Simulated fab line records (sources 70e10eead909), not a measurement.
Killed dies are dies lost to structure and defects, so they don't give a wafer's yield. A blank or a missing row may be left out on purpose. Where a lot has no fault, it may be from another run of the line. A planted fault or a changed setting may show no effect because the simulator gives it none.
fab line records + flow nandHarc
record
- lots=6
- wafers=18
- lastDay=33
route steps=1302 shown A_DECK1_JOINT@533 A_ONON_D2@545 END@1302
lots that met no fault: taken from a fault-free run of the same line
startH: the number of hours between the record's first day and the start of the first shown wafer of the lot + waitH: hours from the lot's prior step to this one + " repeats the value in the row above + L1.1+2: a single row standing in for several wafers + - either no value or no given start + * or withheld: withheld + < > ~ a bound
route shown NAME@n: names a module that has steps shown in the file, with the first one's number in the route + usual: mean/standard deviation taken from wafers without a fault + same: alike in all rows + chamber/n: place in a boat + sites: per-site readings + _std_site: standard deviation across them + _edge_site: inner sites' mean taken away from outer sites' mean + radiusMm: for every site, how far away it sits from the centre of the wafer + mask NAME#n: copy n + behind: tool/chamber where the wafer was last shaped + hold: the reason the lot was held/the length of the hold in hours/how it ended + device: names the non-switching transistor (n, p or np) + end of line: the route-end tests of the same wafers + for a step that has no rows: nothing shown but its recipe + killed: dies lost to structure and defects at the first sort, not the wafer's yield + map: a wafer's dies, x killed, . not, _ none there
set.NAME: the setting as run; set.NAME@STEP: as run at that earlier step + model.NAME: the simulator's own value behind a step, which no gauge read
lots seen at some steps along the route; tables by step, rows by wafer
services: a tool's chamber out of use, with start hour (startH, from the record's first day; less than 0 if before it), hours out, and reason
## steps
# step NHARC_A_DECK1_JOINT_CVD_34
# recipe
- targetThkA=200
- tempC=700
- pressureMtorr=300
- material=SiNx
# step NHARC_A_DECK1_JOINT_DEP_06
# recipe
- targetThkA=800
- tempC=65
- material=SiOx
# step NHARC_A_DECK1_JOINT_CURE_26
# recipe
- tempC=150
- timeS=32
- pressureAtm=0.395
# step NHARC_A_DECK1_JOINT_ANNEAL_27
# recipe
- tempC=400
- timeS=3600
- idleTempC=300
- rampUpCPerMin=10
- densificationPH2oTorr=640
# step NHARC_A_DECK1_JOINT_ANNEAL_28
# recipe
- tempC=500
- timeS=1800
- idleTempC=400
- rampUpCPerMin=10
- densificationPH2oTorr=640
# step NHARC_A_DECK1_JOINT_ANNEAL_29
# recipe
- tempC=750
- timeS=1800
- idleTempC=500
- rampUpCPerMin=10
- rampDownCPerMin=3
# step NHARC_A_DECK1_JOINT_CMP_02
# recipe
- material=SiOx
# usual
- motorCurrentA=11.5/1
| lot.wafer | tool   | chamber | startH | waitH | motorCurrentA |
|-----------|--------|---------|--------|-------|---------------|
| L121.1    | cmp-01 | 3       | 306.24 | 0.4   | 11.0          |
| L121.2    | "      | 2       | "      | "     | 12.9          |
| L121.6    | "      | 0       | "      | "     | 11.4          |
| L124.1    | cmp-03 | 0       | 330.73 | 0.4   | 13.9          |
| L124.4    | "      | 2       | "      | "     | 11.3          |
| L124.6    | "      | 0       | "      | "     | 14.8          |
| L132.4    | cmp-02 | 3       | 420.26 | 0.4   | 11.8          |
| L132.2    | "      | 1       | "      | "     | 11.0          |
| L132.5    | "      | 2       | "      | "     | 11.1          |
| L133.3    | cmp-01 | 2       | 425.82 | 0.4   | 12.6          |
| L133.2    | "      | 3       | "      | "     | 11.3          |
| L133.6    | "      | 0       | "      | "     | 11.6          |
| L139.1    | cmp-02 | 2       | 487.35 | 0.4   | 11.6          |
| L139.3    | "      | 3       | "      | "     | 11.8          |
| L139.6    | "      | 0       | "      | "     | 11.8          |
| L141.4    | cmp-02 | 3       | 501.36 | 0.4   | 12.2          |
| L141.1    | "      | 0       | "      | "     | 11.4          |
| L141.5    | "      | 2       | "      | "     | 11.2          |
# step NHARC_A_DECK1_JOINT_SRD_15
# step NHARC_A_DECK1_JOINT_DEP_16
# recipe
- targetThkA=450
- tempC=400
- pressureTorr=6.5
- rfW=900
- teosFlowSccm=161.4
- flowSccm=2650
- targetThkNm=45
- gas=O2
- material=SiO2
# usual
- heaterPowerW=590/95
- susceptorTempC=400.00/0.24
- throttleValvePct=15.8/0.61
| lot.wafer | tool     | chamber | startH | waitH | heaterPowerW | susceptorTempC | throttleValvePct |
|-----------|----------|---------|--------|-------|--------------|----------------|------------------|
| L121.2    | pecvd-02 | 0       | 306.63 | 0.1   | 565          | 400.13         | 15.6             |
| L121.1    | "        | 2       | "      | "     | 659          | 400.32         | 15.2             |
| L121.6    | "        | 0       | "      | "     | 568          | 400.15         | 15.8             |
| L124.1    | pecvd-03 | 2       | 331.15 | 0.1   | 518          | 399.87         | 16.2             |
| L124.6    | "        | 0       | "      | "     | 791          | 400.24         | 17.1             |
| L124.4    | "        | 1       | "      | "     | 541          | 400.07         | 15.7             |
| L132.2    | pecvd-03 | 2       | 420.70 | 0.2   | 558          | 400.29         | 16.9             |
| L132.4    | "        | 2       | "      | "     | 541          | 399.98         | 16.6             |
| L132.5    | "        | 0       | "      | "     | 752          | 399.92         | 16.5             |
| L133.2    | pecvd-02 | 0       | 426.16 | 0.1   | 647          | 400.20         | 15.3             |
| L133.3    | "        | 1       | "      | "     | 610          | 399.84         | 15.0             |
| L133.6    | "        | 0       | "      | "     | 644          | 400.11         | 15.2             |
| L139.3    | pecvd-04 | 2       | 487.69 | 0.1   | 513          | 399.89         | 15.6             |
| L139.1    | "        | 1       | "      | "     | 553          | 400.08         | 15.3             |
| L139.6    | "        | 0       | "      | "     | 445          | 400.16         | 15.3             |
| L141.1    | pecvd-04 | 1       | 501.76 | 0.1   | 599          | 399.69         | 15.2             |
| L141.4    | "        | 2       | "      | "     | 460          | 399.90         | 15.9             |
| L141.5    | "        | 1       | "      | "     | 608          | 399.82         | 15.2             |
# step NHARC_A_DECK1_JOINT_THK_MEAS_17
# recipe
- thkMeasGauge=ellipsometry
# usual
- thkNm=44.9/1.1
| lot.wafer | tool         | chamber | startH | waitH | thkNm |
|-----------|--------------|---------|--------|-------|-------|
| L121.1    | filmMetro-02 | -       | 306.91 | 0.2   | 44.9  |
| L121.2    | "            | -       | "      | "     | 43.0  |
| L121.6    | "            | -       | "      | "     | 44.8  |
| L124.1    | filmMetro-02 | -       | 331.38 | 0.2   | 43.1  |
| L124.4    | "            | -       | "      | "     | 45.7  |
| L124.6    | "            | -       | "      | "     | 45.6  |
| L132.2    | filmMetro-01 | -       | 420.96 | 0.2   | 44.9  |
| L132.4    | "            | -       | "      | "     | 44.8  |
| L132.5    | "            | -       | "      | "     | 45.9  |
| L133.2    | filmMetro-02 | -       | 426.43 | 0.3   | 44.9  |
| L133.3    | "            | -       | "      | "     | 47.2  |
| L133.6    | "            | -       | "      | "     | 44.8  |
| L139.1    | filmMetro-02 | -       | 487.97 | 0.2   | 42.6  |
| L139.3    | "            | -       | "      | "     | 47.1  |
| L139.6    | "            | -       | "      | "     | 44.8  |
| L141.1    | filmMetro-01 | -       | 501.98 | 0.2   | 44.9  |
| L141.4    | "            | -       | "      | "     | 44.5  |
| L141.5    | "            | -       | "      | "     | 45.1  |
# step NHARC_A_DECK1_JOINT_INSPECT_05
# usual
- rawDefectCount=290/120
| lot.wafer | tool             | chamber | startH | waitH | rawDefectCount |
|-----------|------------------|---------|--------|-------|----------------|
| L121.1    | defectInspect-02 | -       | 306.95 | 0.0   | 239            |
| L121.2    | "                | -       | "      | "     | 234            |
| L121.6    | "                | -       | "      | "     | 286            |
| L124.1    | defectInspect-02 | -       | 331.41 | 0.0   | 171            |
| L124.4    | "                | -       | "      | "     | 196            |
| L124.6    | "                | -       | "      | "     | 274            |
| L132.2    | defectInspect-02 | -       | 420.99 | 0.0   | 110            |
| L132.4    | "                | -       | "      | "     | 170            |
| L132.5    | "                | -       | "      | "     | 140            |
| L133.2    | defectInspect-01 | -       | 426.47 | 0.0   | 234            |
| L133.3    | "                | -       | "      | "     | 229            |
| L133.6    | "                | -       | "      | "     | 304            |
| L139.1    | defectInspect-01 | -       | 488.00 | 0.0   | 328            |
| L139.3    | "                | -       | "      | "     | 434            |
| L139.6    | "                | -       | "      | "     | 301            |
| L141.1    | defectInspect-01 | -       | 502.02 | 0.0   | 422            |
| L141.4    | "                | -       | "      | "     | 313            |
| L141.5    | "                | -       | "      | "     | 414            |
# step NHARC_A_ONON_D2_DEP_00
# recipe
- targetThkA=10000
- n2FlowSccm=2750
- n2oFlowSccm=2000
- nh3FlowSccm=500
- sih4FlowSccm=210
- tempC=400
# usual
- nh3FlowSccm=500.0/1.6
- susceptorTempC=399.97/0.22
| lot.wafer | tool         | chamber | startH | waitH | nh3FlowSccm | susceptorTempC |
|-----------|--------------|---------|--------|-------|-------------|----------------|
| L121.1    | pecvdOnon-04 | 0       | 307.01 | 0.1   | 500.3       | 399.87         |
| L121.2    | "            | 0       | "      | "     | 501.2       | 400.09         |
| L121.6    | "            | 0       | "      | "     | 503.9       | 399.84         |
| L124.1    | pecvdOnon-04 | 0       | 331.48 | 0.1   | 499.4       | 399.44         |
| L124.4    | "            | 0       | "      | "     | 499.5       | 399.95         |
| L124.6    | "            | 0       | "      | "     | 502.6       | 399.60         |
| L132.2    | pecvdOnon-04 | 0       | 421.12 | 0.1   | 499.2       | 400.11         |
| L132.4    | "            | 0       | "      | "     | 499.2       | 400.39         |
| L132.5    | "            | 0       | "      | "     | 501.5       | 399.99         |
| L133.2    | pecvdOnon-04 | 0       | 426.59 | 0.1   | 501.3       | 399.85         |
| L133.3    | "            | 0       | "      | "     | 499.9       | 399.45         |
| L133.6    | "            | 0       | "      | "     | 500.9       | 399.73         |
| L139.1    | pecvdOnon-03 | 0       | 488.07 | 0.1   | 499.7       | 399.91         |
| L139.3    | "            | 0       | "      | "     | 500.7       | 400.23         |
| L139.6    | "            | 0       | "      | "     | 495.7       | 399.94         |
| L141.1    | pecvdOnon-03 | 0       | 502.08 | 0.1   | 501.4       | 399.93         |
| L141.4    | "            | 0       | "      | "     | 502.5       | 400.08         |
| L141.5    | "            | 0       | "      | "     | 499.9       | 400.18         |
# step NHARC_A_ONON_D2_THK_MEAS_02
# recipe
- thkMeasGauge=ellipsometry
# usual
- thkNm=1004/7.1
| lot.wafer | tool         | chamber | startH | waitH | thkNm |
|-----------|--------------|---------|--------|-------|-------|
| L121.1    | filmMetro-02 | -       | 307.53 | -     | 996   |
| L121.2    | "            | -       | "      | "     | 997   |
| L121.6    | "            | -       | "      | "     | 997   |
| L124.1    | filmMetro-01 | -       | 331.99 | -     | 999   |
| L124.4    | "            | -       | "      | "     | 998   |
| L124.6    | "            | -       | "      | "     | 999   |
| L132.2    | filmMetro-02 | -       | 421.58 | -     | 646   |
| L132.4    | "            | -       | "      | "     | 1009  |
| L132.5    | "            | -       | "      | "     | 1009  |
| L133.2    | filmMetro-01 | -       | 427.04 | -     | 646   |
| L133.3    | "            | -       | "      | "     | 647   |
| L133.6    | "            | -       | "      | "     | 650   |
| L139.1    | filmMetro-02 | -       | 488.59 | -     | 1001  |
| L139.3    | "            | -       | "      | "     | 1001  |
| L139.6    | "            | -       | "      | "     | 1000  |
| L141.1    | filmMetro-02 | -       | 502.59 | -     | 1000  |
| L141.4    | "            | -       | "      | "     | 999   |
| L141.5    | "            | -       | "      | "     | 1001  |
# step NHARC_A_ONON_D2_DEP_03
# recipe
- targetThkA=10000
- n2FlowSccm=2750
- n2oFlowSccm=2000
- nh3FlowSccm=500
- sih4FlowSccm=210
- tempC=400
# step NHARC_END_SORT_01
# recipe
- tempC=25
# usual
- killedAtArray=55/19
- killedAtOther=0.8/1.1
- killedAtPeriphery=4.0/2.6
- killedDies=60/20
- killedOpen=3.4/1.7
- killedShort=2.6/1.5
# same
- grossDies=677
| lot.wafer | tool      | chamber | startH | waitH | killedAtArray | killedAtOther | killedAtPeriphery | killedDies | killedOpen | killedShort |
|-----------|-----------|---------|--------|-------|---------------|---------------|-------------------|------------|------------|-------------|
| L124.4    | prober-01 | 0       | 624.75 | 3.4   | 47            | 1             | 7                 | 55         | 3          | 3           |
| L124.6    | prober-01 | 0       | 626.35 | 4.0   | 51            | 1             | 0                 | 52         | 1          | 5           |
| L132.2    | prober-02 | 0       | 701.89 | 2.8   | 670           | 0             | 7                 | 677        | 3          | 1           |
| L133.2    | prober-01 | 0       | 710.91 | 2.8   | 672           | 0             | 5                 | 677        | 3          | 2           |
| L133.3    | prober-01 | 0       | 711.71 | 3.1   | 671           | 0             | 6                 | 677        | 5          | 0           |
| L133.6    | prober-01 | 0       | 714.12 | 4.0   | 670           | 0             | 7                 | 677        | 4          | 2           |
# killed by level:class
L124.4 A_CHANNEL_HOLE_D2:chamberFilmFlake=32 P_ZERO_WELL:chamberFilmFlake=4 A_ZERO_WELL:chamberFilmFlake=3 A_CHANNEL_HOLE_D1:chamberFilmFlake=3 A_STAIRCASE:chamberFilmFlake=2 P_GATE:geometricParticle:open=1 P_M0:geometricParticle:open=1 A_ONON_D2:geometricParticle:short=1
L124.6 A_CHANNEL_HOLE_D2:chamberFilmFlake=32 A_CHANNEL_HOLE_D1:chamberFilmFlake=6 A_CONTACT:chamberFilmFlake=3 A_WL_FILL:chamberFilmFlake=2 A_ONON_D1:geometricParticle:open=1 A_ONON_D1:geometricParticle:short=1 A_CHANNEL_FILL_D1:geometricParticle:short=1 A_CHANNEL_FILL_D2:geometricParticle:short=1
L132.2 A_ONON_D2:areaDep=619 A_CHANNEL_HOLE_D2:chamberFilmFlake=23 A_CHANNEL_HOLE_D1:chamberFilmFlake=14 A_SLIT:chamberFilmFlake=4 A_WL_FILL:chamberFilmFlake=3 A_CONTACT:chamberFilmFlake=3 P_M1:chamberFilmFlake=2 P_CONTACT:geometricParticle:open=1
L133.2 A_ONON_D2:areaDep=619 A_SLIT:chamberFilmFlake=32 A_CHANNEL_HOLE_D1:chamberFilmFlake=9 A_STAIRCASE:chamberFilmFlake=3 P_ZERO_WELL:chamberFilmFlake=2 P_GATE:chamberFilmFlake=2 A_DECK1_JOINT:chamberFilmFlake=2 A_CHANNEL_FILL_D2:chamberFilmFlake=2
L133.3 A_ONON_D2:areaDep=632 A_SLIT:chamberFilmFlake=26 A_STAIRCASE:chamberFilmFlake=5 P_ZERO_WELL:chamberFilmFlake=4 A_CHANNEL_FILL_D1:geometricParticle:open=2 P_BONDPAD:chamberFilmFlake=2 A_ONON_D1:geometricParticle:open=1 A_CONTACT:geometricParticle:open=1
L133.6 A_ONON_D2:areaDep=628 A_SLIT:chamberFilmFlake=30 P_BONDPAD:chamberFilmFlake=4 A_CHANNEL_HOLE_D1:chamberFilmFlake=4 P_ZERO_WELL:chamberFilmFlake=3 A_ONON_D1:geometricParticle:short=2 A_STAIRCASE:chamberFilmFlake=2 A_ONON_D2:geometricParticle:open=1
# map L132.2 (x killed, . not)
____________x____________
_________xxxxxxx_________
_______xxxxxxxxxxx_______
______xxxxxxxxxxxxx______
_____xxxxxxxxxxxxxxx_____
____xxxxxxxxxxxxxxxxx____
____xxxxxxxxxxxxxxxxx____
___xxxxxxxxxxxxxxxxxxx___
___xxxxxxxxxxxxxxxxxxx___
__xxxxxxxxxxxxxxxxxxxxx__
__xxxxxxxxxxxxxxxxxxxxx__
_xxxxxxxxxxxxxxxxxxxxxxx_
_xxxxxxxxxxxxxxxxxxxxxxx_
_xxxxxxxxxxxxxxxxxxxxxxx_
_xxxxxxxxxxxxxxxxxxxxxxx_
_xxxxxxxxxxxxxxxxxxxxxxx_
xxxxxxxxxxxxxxxxxxxxxxxxx
xxxxxxxxxxxxxxxxxxxxxxxxx
xxxxxxxxxxxxxxxxxxxxxxxxx
xxxxxxxxxxxxxxxxxxxxxxxxx
xxxxxxxxxxxxxxxxxxxxxxxxx
_xxxxxxxxxxxxxxxxxxxxxxx_
_xxxxxxxxxxxxxxxxxxxxxxx_
_xxxxxxxxxxxxxxxxxxxxxxx_
_xxxxxxxxxxxxxxxxxxxxxxx_
_xxxxxxxxxxxxxxxxxxxxxxx_
__xxxxxxxxxxxxxxxxxxxxx__
__xxxxxxxxxxxxxxxxxxxxx__
___xxxxxxxxxxxxxxxxxxx___
___xxxxxxxxxxxxxxxxxxx___
____xxxxxxxxxxxxxxxxx____
____xxxxxxxxxxxxxxxxx____
_____xxxxxxxxxxxxxxx_____
______xxxxxxxxxxxxx______
_______xxxxxxxxxxx_______
_________xxxxxxx_________
____________x____________
# map L133.2 (x killed, . not)
____________x____________
_________xxxxxxx_________
_______xxxxxxxxxxx_______
______xxxxxxxxxxxxx______
_____xxxxxxxxxxxxxxx_____
____xxxxxxxxxxxxxxxxx____
____xxxxxxxxxxxxxxxxx____
___xxxxxxxxxxxxxxxxxxx___
___xxxxxxxxxxxxxxxxxxx___
__xxxxxxxxxxxxxxxxxxxxx__
__xxxxxxxxxxxxxxxxxxxxx__
_xxxxxxxxxxxxxxxxxxxxxxx_
_xxxxxxxxxxxxxxxxxxxxxxx_
_xxxxxxxxxxxxxxxxxxxxxxx_
_xxxxxxxxxxxxxxxxxxxxxxx_
_xxxxxxxxxxxxxxxxxxxxxxx_
xxxxxxxxxxxxxxxxxxxxxxxxx
xxxxxxxxxxxxxxxxxxxxxxxxx
xxxxxxxxxxxxxxxxxxxxxxxxx
xxxxxxxxxxxxxxxxxxxxxxxxx
xxxxxxxxxxxxxxxxxxxxxxxxx
_xxxxxxxxxxxxxxxxxxxxxxx_
_xxxxxxxxxxxxxxxxxxxxxxx_
_xxxxxxxxxxxxxxxxxxxxxxx_
_xxxxxxxxxxxxxxxxxxxxxxx_
_xxxxxxxxxxxxxxxxxxxxxxx_
__xxxxxxxxxxxxxxxxxxxxx__
__xxxxxxxxxxxxxxxxxxxxx__
___xxxxxxxxxxxxxxxxxxx___
___xxxxxxxxxxxxxxxxxxx___
____xxxxxxxxxxxxxxxxx____
____xxxxxxxxxxxxxxxxx____
_____xxxxxxxxxxxxxxx_____
______xxxxxxxxxxxxx______
_______xxxxxxxxxxx_______
_________xxxxxxx_________
____________x____________
## services
| tool         | chamber | startH | hours | kind   |
|--------------|---------|--------|-------|--------|
| cmp-01       | -       | 284.03 | 4.0   | pm     |
| pecvd-02     | 1       | 292.36 | 3.5   | repair |
| cmp-02       | -       | 306.59 | 4.2   | repair |
| pecvdOnon-04 | -       | 311.00 | 13.0  | pm     |
| pecvd-04     | -       | 313.03 | 0.6   | repair |
| pecvd-04     | -       | 319.65 | 0.9   | repair |
| pecvd-04     | 1       | 322.90 | 18.7  | repair |
| cmp-02       | -       | 330.50 | 4.0   | pm     |
| cmp-01       | -       | 350.33 | 4.3   | repair |
| pecvdOnon-03 | -       | 361.56 | 11.3  | repair |
| pecvd-02     | -       | 363.02 | 1.0   | repair |
| pecvd-03     | -       | 366.43 | 13.0  | pm     |
| cmp-01       | -       | 382.03 | 4.0   | pm     |
| pecvd-02     | -       | 397.18 | 0.7   | repair |
| cmp-01       | -       | 399.67 | 2.2   | repair |
| cmp-01       | -       | 404.79 | 8.0   | repair |
| pecvdOnon-03 | -       | 408.34 | 13.0  | pm     |
| pecvd-02     | -       | 409.62 | 13.0  | pm     |
| cmp-02       | -       | 428.50 | 4.0   | pm     |
| pecvd-04     | -       | 450.12 | 13.0  | pm     |
| cmp-02       | -       | 452.40 | 1.7   | repair |
| cmp-01       | -       | 452.60 | 0.6   | repair |
| cmp-02       | -       | 477.46 | 0.7   | repair |
| pecvdOnon-04 | -       | 492.00 | 13.0  | pm     |
## key
firstSign
- step=NHARC_A_ONON_D2_THK_MEAS_02
- reading=thkNm
- direction=down
- sigmas=50
- usual=1004
- struck=647
effect
- step=NHARC_END_SORT_01
- reading=killedAtArray
- direction=up
- sigmas=32
- usual=55
- struck=671
moreKillsBornAt
- NHARC_A_ONON_D2_DEP_00@pecvdOnon-04=2498
metAt NHARC_A_ONON_D2_DEP_00
struckWafers L132.2,L133.2,L133.3,L133.6
laterRowsLeftOut L132.2,L133.2,L133.3,L133.6
testerLeftOut L132,L133
onsetBetween 331.48 421.12
fault
- kind=processParameterDrift
- tool=pecvdOnon-04
- chamber=-
- onsetH=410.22
- steps=NHARC_A_ONON_D2_DEP_00
- channel=targetThkA
- offset=*
- shape=step
- endH=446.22
- scope=struckWafersOnly
- actsIn=*
- stated=*
# testerLeftOut: of these lots the tester's yield and bins aren't shown, on N5 and GAA mostly nor the transistor test; their killed dies are dies lost to structure and defects alone, not to doping, threshold or leakage, so they don't give the yield
# laterRowsLeftOut: the simulator's readings of these wafers behind a module that went badly wrong aren't trusted and aren't shown, but for the sort
